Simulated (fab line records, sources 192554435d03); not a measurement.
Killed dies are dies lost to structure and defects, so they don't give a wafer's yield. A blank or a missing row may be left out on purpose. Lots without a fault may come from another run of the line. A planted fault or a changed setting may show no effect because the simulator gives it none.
Chamber matching | flow n5_finfet | N5_BEOL_M4_STRIP_36 on rie_diel-01: 4 sister chambers
The step strips in N2/H2. 4 wafers are shown with their chamber, then 12 later ones without.

WAFERS WITH THEIR CHAMBER
wafer  | chamber | throttle_valve_pct (%)
L083.1 | 2       | 23.4
L089.1 | 0       | 24.1
L089.2 | 3       | 23.4
L089.5 | 1       | 23.9

WAFERS WITHOUT THEIR CHAMBER
wafer  | throttle_valve_pct (%)
L088.1 | 23.4
L088.5 | 24.2
L088.6 | 23.9
L092.3 | 23.9
L092.5 | 23.4
L092.6 | 23.4
L093.1 | 23.4
L093.3 | 24.1
L093.6 | 24.2
L096.1 | 23.3
L096.5 | 23.9
L096.6 | 24.2

WHICH CHAMBER EACH WENT THROUGH
wafer  | from the rows above     | in truth
L088.1 | can't be placed: 2 or 3 | 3
L088.5 | 0                       | 0
L088.6 | 1                       | 1
L092.3 | 1                       | 1
L092.5 | can't be placed: 2 or 3 | 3
L092.6 | can't be placed: 2 or 3 | 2
L093.1 | can't be placed: 2 or 3 | 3
L093.3 | 0                       | 0
L093.6 | 0                       | 0
L096.1 | can't be placed: 2 or 3 | 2
L096.5 | 1                       | 1
L096.6 | 0                       | 0
Placed correctly: 7 of 12. Can't be placed from these rows: 5 (the true chamber is among the candidates in 5). Placed wrongly: 0.
How it was worked out, from the rows above alone: a wafer's distance from a chamber is the root of the sum, over the readings, of the square of ((its reading less the chamber's mean) divided by the reading's scatter). The wafer belongs to the nearest chamber; if the next one is less than 2 further off, it can't be placed. A chamber's mean is the mean of its shown wafers. The scatter: with one shown wafer a chamber, the root of the mean of the squares of how far each hidden wafer lies from its nearest shown one.
